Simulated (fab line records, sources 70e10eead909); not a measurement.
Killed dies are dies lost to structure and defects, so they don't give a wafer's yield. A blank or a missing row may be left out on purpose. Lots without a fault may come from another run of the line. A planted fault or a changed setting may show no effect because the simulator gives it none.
fab line records | flow nand_harc
record lots=11 wafers=33 last_day=33
route steps=1302 shown A_ONON_D2@563 A_CHANNEL_HOLE_D2@586 END@1302
lots that met no fault: from a run of the same line without faults
start_h: hours from the record's first day to the start of the lot's first wafer shown | wait_h: hours since the lot's step before | " the same as in the row above | L1.1+2: a row that stands for several wafers | - no value, or no start given | * or withheld: withheld | < > ~ a bound
route shown NAME@n: a module of which the file shows steps, and the number in the route of the first | usual: mean/standard deviation of fault-free wafers | same: alike in all rows | chamber/n: place in a boat | sites: the reading at each site | _std_site: their standard deviation | _edge_site: outer sites' mean less inner sites' | radius_mm: how far each site lies from the wafer's centre | mask NAME#n: copy n | behind: the tool/chamber that last shaped the wafer | hold: why the lot was held/for how many hours/how that ended | device: the transistor (n, p or np) that didn't switch | end of line: the same wafers' tests at the end of the route | a step without rows: its recipe alone | killed: dies lost to structure and defects at the first sort, not the wafer's yield | map: a wafer's dies, x killed, . not, _ none there
set.NAME: the setting as run; set.NAME@STEP: as run at that earlier step | model.NAME: the simulator's own value behind a step, which no gauge read
steps of the route over a sample of lots; a table a step, a row a wafer
services: from which hour (start_h, from the record's first day; less than 0 if before it) a tool's chamber was out of use, for how many hours, and why
## steps
# step NHARC_A_ONON_D2_THK_MEAS_27
# recipe thk_meas_gauge=ellipsometry
# usual thk_nm=1003/8.9
# columns lot.wafer tool chamber start_h wait_h thk_nm
L282.1 film_metro-02 - 279.85 - 1015
L282.3 " - " " 1015
L282.4 " - " " 1014
L285.1 film_metro-02 - 315.36 - 1000
L285.2 " - " " 1001
L285.3 " - " " 999
L286.4 film_metro-01 - 328.61 - 1003
L286.5 " - " " 1004
L286.6 " - " " 1003
L287.1 film_metro-01 - 338.28 - 1011
L287.4 " - " " 1011
L287.6 " - " " 1012
L291.3 film_metro-01 - 372.41 - 992
L291.5 " - " " 992
L291.6 " - " " 992
L290.4 film_metro-02 - 372.42 - 1011
L290.5 " - " " 1010
L290.6 " - " " 1010
L292.3 film_metro-01 - 382.60 - 999
L292.4 " - " " 997
L292.6 " - " " 997
L293.1 film_metro-01 - 396.24 - 993
L293.5 " - " " 992
L293.6 " - " " 994
L299.1 film_metro-02 - 452.64 - 999
L299.3 " - " " 1002
L299.4 " - " " 999
L298.2 film_metro-01 - 452.66 - 993
L298.4 " - " " 992
L298.5 " - " " 994
L305.1 film_metro-01 - 521.71 - 999
L305.4 " - " " 999
L305.5 " - " " 1001
# step NHARC_A_ONON_D2_THK_MEAS_30
# recipe thk_meas_gauge=ellipsometry
# usual thk_nm=998/8.9
# columns lot.wafer tool chamber start_h wait_h thk_nm
L282.1 film_metro-01 - 280.41 - 1002
L282.3 " - " " 1001
L282.4 " - " " 1001
L285.1 film_metro-02 - 315.92 - 1007
L285.2 " - " " 1007
L285.3 " - " " 1009
L286.4 film_metro-01 - 329.18 - 1018
L286.5 " - " " 1019
L286.6 " - " " 1020
L287.1 film_metro-01 - 338.85 - 992
L287.4 " - " " 992
L287.6 " - " " 990
L291.3 film_metro-01 - 372.98 - 991
L291.5 " - " " 989
L291.6 " - " " 988
L290.4 film_metro-02 - 372.98 - 986
L290.5 " - " " 987
L290.6 " - " " 986
L292.3 film_metro-01 - 383.16 - 985
L292.4 " - " " 985
L292.6 " - " " 985
L293.1 film_metro-01 - 396.81 - 998
L293.5 " - " " 998
L293.6 " - " " 998
L299.1 film_metro-02 - 453.21 - 998
L299.3 " - " " 997
L299.4 " - " " 998
L298.2 film_metro-02 - 453.22 - 987
L298.4 " - " " 988
L298.5 " - " " 987
L305.1 film_metro-01 - 522.28 - 993
L305.4 " - " " 992
L305.5 " - " " 993
# step NHARC_A_CHANNEL_HOLE_D2_ETCH_38
# recipe target_depth_a=390 over_etch_frac=0.3 time_s=65 ion_energy_ev=80 cf4_flow_sccm=150 ar_flow_sccm=0 rf_w=300 bias_w=100 chemistry=CF4
# usual bias_w=100.0/0.31 cf4_flow_sccm=150.0/0.45 drypump_motor_current_A=5.5/0.44 oes_product_au=0.999/0.01 rf_fwd_power_W=297.1/1.2 rf_vpp_V=151.4/1.3 showerhead_plenum_p_Torr=1.78/0.085 throttle_valve_pct=13.283/0.0092
# columns lot.wafer tool chamber start_h wait_h bias_w cf4_flow_sccm drypump_motor_current_A oes_product_au rf_fwd_power_W rf_hours_counter_h rf_vpp_V showerhead_plenum_p_Torr throttle_valve_pct
L282.3 rie_diel-05 3 283.94 0.1 100.3 150.1 5.0 1.001 297.3 4.4 151.3 1.86 13.291
L282.1 " 0 " " 99.9 149.9 5.6 0.984 296.7 4.0 150.3 1.72 13.287
L282.4 " 2 " " 100.1 149.6 6.3 0.998 296.7 3.5 151.3 1.78 13.288
L285.2 rie_diel-05 2 321.02 0.1 99.5 150.2 6.2 1.004 295.5 5.6 150.2 1.78 13.277
L285.3 " 0 " " 99.8 150.7 5.6 0.980 296.7 6.4 151.9 1.72 13.283
L285.1 " 1 " " 100.4 150.3 5.3 0.985 297.9 5.1 149.8 1.66 13.280
L286.4 rie_diel-10 0 333.80 0.1 100.0 150.5 6.2 1.016 294.3 3.9 153.4 1.89 13.278
L286.6 " 3 " " 99.8 150.5 6.1 0.998 295.9 - 150.1 1.70 13.278
L286.5 " 0 " " 99.7 150.2 6.2 1.021 295.4 - 152.7 1.89 13.274
L287.4 rie_diel-07 1 342.92 0.1 100.4 149.4 5.1 1.013 296.7 2.8 150.6 1.69 13.288
L287.1 " 3 " " 99.8 150.0 5.3 1.002 298.5 1.8 151.6 1.89 13.278
L287.6 " 2 " " 100.1 150.8 5.9 1.006 295.9 - 152.3 1.86 13.287
L291.3 rie_diel-10 0 376.56 0.1 99.8 150.3 6.2 1.016 294.8 6.4 153.1 1.89 13.278
L291.5 " 1 " " 99.7 150.5 5.0 1.002 298.9 - 151.8 1.86 13.280
L291.6 " 2 " " 99.9 150.4 5.6 1.002 297.9 - 150.6 1.75 13.291
L290.4 rie_diel-05 3 376.71 0.1 99.9 149.6 5.0 0.990 296.9 10.8 153.5 1.86 13.282
L290.6 " 2 " " 99.7 150.0 6.2 0.999 296.5 - 150.8 1.78 13.268
L290.5 " 3 " " 100.2 149.6 5.0 0.990 298.5 - 152.2 1.86 13.283
L292.4 rie_diel-10 0 388.25 0.1 99.8 150.1 6.2 0.994 295.4 7.5 152.1 1.89 13.284
L292.3 " 3 " " 99.8 149.6 6.1 0.995 296.5 7.4 150.4 1.70 13.285
L292.6 " 0 " " 100.1 150.6 6.2 0.996 296.1 - 153.7 1.89 13.297
L293.1 rie_diel-10 0 400.35 0.1 100.0 150.2 6.2 1.011 297.5 8.0 152.2 1.89 13.277
L293.5 " 1 " " 100.1 150.5 4.9 1.001 298.2 - 154.3 1.86 13.272
L293.6 " 2 " " 99.9 150.5 5.6 0.980 296.6 - 150.4 1.75 13.281
L299.4 rie_diel-10 1 457.73 0.1 99.9 150.1 5.0 0.997 298.9 1.6 152.3 1.85 13.299
L299.1 " 3 " " 100.1 149.5 6.0 1.000 296.0 1.7 149.4 1.70 13.295
L299.3 " 0 " " 100.1 149.9 6.2 0.997 293.8 1.4 151.7 1.89 13.266
L298.4 rie_diel-05 1 459.02 0.1 100.1 150.2 5.3 0.995 298.9 3.1 148.8 1.65 13.281
L298.2 " 0 " " 100.5 149.6 5.6 1.007 297.0 3.7 150.4 1.72 13.295
L298.5 " 1 " " 99.9 150.3 5.3 1.000 298.3 - 150.8 1.65 13.281
L305.4 rie_diel-07 0 528.05 0.1 100.2 149.8 5.4 0.987 295.9 2.2 151.8 1.68 13.276
L305.1 " 1 " " 100.5 150.4 5.1 1.017 296.7 2.4 150.0 1.69 13.284
L305.5 " 0 " " 100.0 150.5 5.4 0.992 296.6 - 151.4 1.68 13.281
# step NHARC_A_CHANNEL_HOLE_D2_ETCH_25
# recipe bias_v=5000 source_w=withheld pressure_mtorr=20 time_s=1040.2 ar_flow_sccm=375 c4f8_flow_sccm=93.8 o2_flow_sccm=31.2 temp_c=-20 target_depth_a=15000 chemistry=C4F8/O2/Ar
# usual c4f8_flow_sccm=93.80/0.28 chamber_pressure_mTorr=20.000/0.018 drypump_motor_current_A=6.0/0.43 showerhead_plenum_p_Torr=3.73/0.1 throttle_valve_pct=32.233/0.0094
# columns lot.wafer tool chamber start_h wait_h c4f8_flow_sccm chamber_pressure_mTorr drypump_motor_current_A rf_hours_counter_h showerhead_plenum_p_Torr throttle_valve_pct
L282.1 har_etch-02 1 287.94 0.6 94.36 20.029 6.6 355 3.73 32.234
L282.4 " 1 " " 94.08 20.038 6.6 - 3.73 32.238
L282.3 " 0 " " 94.30 19.980 5.4 - 3.59 32.235
L285.2 har_etch-02 1 330.64 0.6 - - - - - -
L285.1 " 0 " " - - - - - -
L285.3 " 0 " " - - - - - -
L286.4 har_etch-02 1 339.42 0.7 - - - - - -
L286.5 " 0 " " - - - - - -
L286.6 " 1 " " - - - - - -
L287.1 har_etch-01 0 347.08 0.7 - - - - - -
L287.4 " 0 " " - - - - - -
L287.6 " 1 " " - - - - - -
L291.3 har_etch-02 0 380.83 0.7 93.88 20.001 5.4 - 3.56 32.235
L291.5 " 0 " " 93.56 19.972 5.4 - 3.56 32.227
L291.6 " 1 " " 93.66 19.996 6.6 - 3.70 32.237
L290.4 har_etch-01 0 381.13 0.7 93.29 19.985 5.9 - 3.81 32.236
L290.6 " 1 " " 93.67 19.970 6.2 - 3.67 32.244
L290.5 " 0 " " 93.67 20.035 5.9 - 3.81 32.223
L292.4 har_etch-01 1 398.59 0.7 93.90 19.989 6.2 - 3.66 32.214
L292.3 " 0 " " 93.70 19.999 5.9 - 3.81 32.235
L292.6 " 0 " " 93.75 19.995 5.9 - 3.81 32.223
L293.1 har_etch-01 0 404.30 0.6 93.46 20.021 5.9 220 3.80 32.248
L293.6 " 0 " " 93.65 19.993 5.9 - 3.80 32.227
L293.5 " 1 " " 94.44 19.967 6.2 - 3.66 32.223
L299.1 har_etch-01 1 461.74 0.7 93.73 19.982 6.2 255 3.64 32.220
L299.3 " 1 " " 93.46 19.995 6.2 - 3.64 32.225
L299.4 " 0 " " 93.66 19.993 5.9 - 3.78 32.236
L298.2 har_etch-02 0 464.63 0.7 93.61 20.012 5.4 41 3.90 32.240
L298.4 " 0 " " 93.73 19.971 5.4 - 3.90 32.233
L298.5 " 1 " " 93.15 19.990 6.6 - 3.68 32.213
L305.1 har_etch-01 1 532.05 0.6 93.90 20.013 6.2 296 3.62 32.233
L305.4 " 1 " " 93.49 20.026 6.2 - 3.62 32.250
L305.5 " 1 " " 93.61 20.008 6.2 - 3.62 32.238
# step NHARC_A_CHANNEL_HOLE_D2_CD_MEAS_31
# usual cd_nm=89.9/1.3
# columns lot.wafer tool chamber start_h wait_h cd_nm
L282.1 cd_sem-02 - 290.57 - 89.5
L282.3 " - " " 88.6
L282.4 " - " " 88.3
L285.1 cd_sem-02 - 333.24 - 1.0
L285.2 " - " " 3.4
L285.3 " - " " 0.6
L286.4 cd_sem-01 - 341.62 - 0.0
L286.5 " - " " -1.0
L286.6 " - " " 0.0
L287.1 cd_sem-03 - 349.55 - 0.0
L287.4 " - " " -1.1
L287.6 " - " " 0.1
L291.3 cd_sem-03 - 383.18 - 89.8
L291.5 " - " " 91.0
L291.6 " - " " 91.0
L290.4 cd_sem-03 - 383.48 - 88.2
L290.5 " - " " 89.6
L290.6 " - " " 89.8
L292.3 cd_sem-01 - 401.09 - 86.7
L292.4 " - " " 88.6
L292.6 " - " " 89.4
L293.1 cd_sem-03 - 406.92 - 90.4
L293.5 " - " " 91.4
L293.6 " - " " 89.9
L299.1 cd_sem-01 - 464.38 - 92.3
L299.3 " - " " 90.7
L299.4 " - " " 91.8
L298.2 cd_sem-01 - 467.09 - 90.3
L298.4 " - " " 88.2
L298.5 " - " " 91.3
L305.1 cd_sem-02 - 534.68 - 90.3
L305.4 " - " " 88.2
L305.5 " - " " 90.8
# step NHARC_A_CHANNEL_HOLE_D2_XSEM_32
# recipe landing_energy_ev=35000
# usual bot_cd_nm=74.4/1.3 bow_nm=8.59/0.26 tilt_deg=0.06/0.042
# columns lot.wafer tool chamber start_h wait_h bot_cd_nm bow_nm tilt_deg
L282.1 xsem-02 0 290.66 0.1 73.1 8.65 0.02
L282.3 " 0 " " 72.5 8.63 0.02
L282.4 " 0 " " 72.2 8.65 0.02
L285.1 xsem-01 0 333.33 0.1 1.0 0.16 0.01
L285.2 " 0 " " 3.4 0.17 0.01
L285.3 " 0 " " 0.5 0.17 0.01
L286.4 xsem-02 0 341.72 0.1 0.0 0.50 0.11
L286.5 " 0 " " 0.0 0.50 0.11
L286.6 " 0 " " 0.0 0.50 0.11
L287.1 xsem-01 0 349.64 0.1 0.3 0.22 0.05
L287.4 " 0 " " 0.0 0.22 0.05
L287.6 " 0 " " 0.3 0.21 0.05
L291.3 xsem-02 0 383.27 0.1 73.0 8.89 0.08
L291.5 " 0 " " 74.8 8.98 0.08
L291.6 " 0 " " 74.5 8.95 0.08
L290.4 xsem-02 0 383.57 0.1 72.8 8.88 0.11
L290.5 " 0 " " 73.7 8.77 0.11
L290.6 " 0 " " 74.5 8.87 0.11
L292.3 xsem-01 0 401.18 0.1 70.8 8.37 0.06
L292.4 " 0 " " 72.3 8.42 0.06
L292.6 " 0 " " 75.0 8.42 0.06
L293.1 xsem-01 0 407.00 0.1 75.5 8.77 -0.04
L293.5 " 0 " " 76.3 8.78 -0.04
L293.6 " 0 " " 75.0 8.72 -0.04
L299.1 xsem-01 0 464.46 0.1 76.1 8.34 0.07
L299.3 " 0 " " 74.3 8.47 0.07
L299.4 " 0 " " 75.5 8.37 0.07
L298.2 xsem-02 0 467.18 0.1 75.4 8.58 0.09
L298.4 " 0 " " 74.1 8.54 0.09
L298.5 " 0 " " 77.3 8.60 0.09
L305.1 xsem-02 0 534.77 0.1 73.7 8.43 0.05
L305.4 " 0 " " 72.4 8.38 0.05
L305.5 " 0 " " 74.5 8.37 0.05
# step NHARC_END_SORT_01
# recipe temp_c=25
# usual killed_at_array=54/17 killed_at_other=1.0/1.4 killed_at_periphery=3.6/2.1 killed_dies=58/17 killed_open=3.2/2 killed_short=2.5/1.5
# same gross_dies=677
# columns lot.wafer tool chamber start_h wait_h killed_at_array killed_at_other killed_at_periphery killed_dies killed_open killed_short
L285.1 prober-01 0 578.88 2.5 674 0 3 677 8 4
L285.2 prober-01 0 579.69 2.8 674 0 3 677 1 4
L285.3 prober-01 0 580.50 3.1 670 0 7 677 2 3
L286.4 prober-02 0 603.12 3.4 668 5 4 677 2 1
L286.5 prober-02 0 603.92 3.7 668 4 5 677 5 3
L286.6 prober-02 0 604.72 4.0 669 3 5 677 2 2
L287.1 prober-01 0 617.98 2.5 675 1 1 677 0 3
L287.4 prober-01 0 620.38 3.4 675 1 1 677 2 2
L287.6 prober-01 0 621.98 4.0 676 0 1 677 3 1
# killed by level:class
L285.1 A_CHANNEL_HOLE_D2:area_etch=622 A_CHANNEL_HOLE_D2:chamber_film_flake=31 A_CHANNEL_HOLE_D2:geometric_particle:open=3 A_CHANNEL_HOLE_D1:chamber_film_flake=3 A_ONON_D1:geometric_particle:open=2 A_CHANNEL_HOLE_D2:geometric_particle:short=2 P_M0:chamber_film_flake=2 A_CONTACT:chamber_film_flake=2
L285.2 A_CHANNEL_HOLE_D2:area_etch=645 A_CHANNEL_HOLE_D2:chamber_film_flake=10 A_CONTACT:chamber_film_flake=6 A_CHANNEL_HOLE_D1:chamber_film_flake=5 P_M0:chamber_film_flake=2 A_CHANNEL_HOLE_D1:geometric_particle:short=1 A_CHANNEL_FILL_D2:geometric_particle:short=1 A_WL_FILL:geometric_particle:short=1
L285.3 A_CHANNEL_HOLE_D2:area_etch=624 A_CHANNEL_HOLE_D2:chamber_film_flake=30 A_CONTACT:chamber_film_flake=6 P_M0:chamber_film_flake=5 A_CHANNEL_HOLE_D1:chamber_film_flake=2 A_CHANNEL_FILL_D1:chamber_film_flake=2 P_CONTACT:geometric_particle:open=1 A_ONON_D1:geometric_particle:open=1
L286.4 A_CHANNEL_HOLE_D2:area_etch=637 A_CHANNEL_HOLE_D2:chamber_film_flake=11 A_STAIRCASE:chamber_film_flake=8 THIN_TSV:chamber_film_flake=5 A_CHANNEL_HOLE_D1:chamber_film_flake=3 P_ZERO_WELL:chamber_film_flake=2 A_CHANNEL_FILL_D1:chamber_film_flake=2 A_DECK1_JOINT:chamber_film_flake=2
L286.5 A_CHANNEL_HOLE_D2:area_etch=616 A_CHANNEL_HOLE_D2:chamber_film_flake=34 A_STAIRCASE:chamber_film_flake=5 THIN_TSV:chamber_film_flake=4 A_CONTACT:chamber_film_flake=3 P_CONTACT:geometric_particle:open=2 A_DECK1_JOINT:chamber_film_flake=2 A_CHANNEL_FILL_D2:chamber_film_flake=2
L286.6 A_CHANNEL_HOLE_D2:area_etch=638 A_CHANNEL_HOLE_D2:chamber_film_flake=9 A_CHANNEL_FILL_D2:chamber_film_flake=5 A_STAIRCASE:chamber_film_flake=3 THIN_TSV:chamber_film_flake=3 P_ZERO_WELL:chamber_film_flake=2 P_GATE:chamber_film_flake=2 A_CHANNEL_HOLE_D1:chamber_film_flake=2
L287.1 A_CHANNEL_HOLE_D2:area_etch=637 A_SLIT:chamber_film_flake=21 A_CHANNEL_HOLE_D2:chamber_film_flake=7 A_CONTACT:chamber_film_flake=4 A_CHANNEL_HOLE_D2:geometric_particle:short=2 P_STI:geometric_particle:short=1 A_ZERO_WELL:chamber_film_flake=1 A_CHANNEL_HOLE_D1:chamber_film_flake=1
L287.4 A_CHANNEL_HOLE_D2:area_etch=621 A_SLIT:chamber_film_flake=36 A_ZERO_WELL:chamber_film_flake=4 A_CHANNEL_HOLE_D2:chamber_film_flake=4 A_CHANNEL_HOLE_D1:chamber_film_flake=3 A_STAIRCASE:chamber_film_flake=2 A_ONON_D1:geometric_particle:short=1 A_CHANNEL_FILL_D1:geometric_particle:open=1
L287.6 A_CHANNEL_HOLE_D2:area_etch=637 A_SLIT:chamber_film_flake=28 A_CHANNEL_HOLE_D2:chamber_film_flake=4 A_STAIRCASE:chamber_film_flake=2 P_CONTACT:geometric_particle:open=1 A_ONON_D2:geometric_particle:short=1 A_ONON_D2:geometric_particle:open=1 A_M0:geometric_particle:open=1
## services
# columns tool chamber start_h hours kind
rie_diel-10 1 261.71 13.3 repair
rie_diel-07 - 281.58 0.6 repair
rie_diel-07 - 294.20 9.0 pm
har_etch-01 - 315.20 4.6 repair
rie_diel-07 3 327.45 5.5 repair
rie_diel-07 0 350.20 1.6 repair
rie_diel-07 1 355.01 2.6 repair
xsem-02 - 365.73 0.2 repair
xsem-01 - 374.00 14.0 pm
har_etch-02 - 381.82 17.0 pm
rie_diel-05 3 382.28 13.2 repair
rie_diel-10 0 389.88 7.4 repair
rie_diel-07 1 391.64 15.6 repair
rie_diel-05 0 397.94 7.1 repair
rie_diel-05 - 406.80 9.0 pm
rie_diel-10 - 419.50 9.0 pm
rie_diel-05 1 421.32 13.4 repair
xsem-02 - 427.06 3.4 repair
rie_diel-07 - 447.16 5.8 repair
rie_diel-07 2 454.82 7.0 repair
rie_diel-05 - 465.20 0.4 repair
rie_diel-07 - 471.20 9.0 pm
rie_diel-05 0 496.11 4.1 repair
rie_diel-05 1 522.02 4.5 repair
## key
first_sign step=NHARC_A_CHANNEL_HOLE_D2_ETCH_25 reading=tool_record direction=missing
effect step=NHARC_A_CHANNEL_HOLE_D2_CD_MEAS_31 reading=cd_nm direction=down sigmas=67 usual=89.9 struck=0.3
effect step=NHARC_A_CHANNEL_HOLE_D2_XSEM_32 reading=bot_cd_nm direction=down sigmas=55 usual=74.4 struck=0.6
effect step=NHARC_END_SORT_01 reading=killed_dies direction=up sigmas=36 usual=58 struck=677
more_kills_born_at NHARC_A_CHANNEL_HOLE_D2_ETCH_25@har_etch-02=3782 NHARC_A_CHANNEL_HOLE_D2_ETCH_25@har_etch-01=1895
met_at NHARC_A_CHANNEL_HOLE_D2_ETCH_25
struck_lots L285,L286,L287
later_rows_left_out L285.1,L285.2,L285.3,L286.4,L286.5,L286.6,L287.1,L287.4,L287.6
tester_left_out L285,L286,L287
not_acting_at NHARC_A_ONON_D2_THK_MEAS_27,NHARC_A_ONON_D2_THK_MEAS_30,NHARC_A_CHANNEL_HOLE_D2_ETCH_38
onset_between 287.94 330.64
fault kind=skipped_step_whole tool=har_etch-01,har_etch-02 chamber=- onset_h=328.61 steps=NHARC_A_CHANNEL_HOLE_D2_ETCH_25 scope=struck_lots_only
# tester_left_out: of these lots the tester's yield and bins aren't shown, on N5 and GAA mostly nor the transistor test; their killed dies are dies lost to structure and defects alone, not to doping, threshold or leakage, so they don't give the yield
# later_rows_left_out: the simulator's readings of these wafers behind a module that went badly wrong aren't trusted and aren't shown, but for the sort
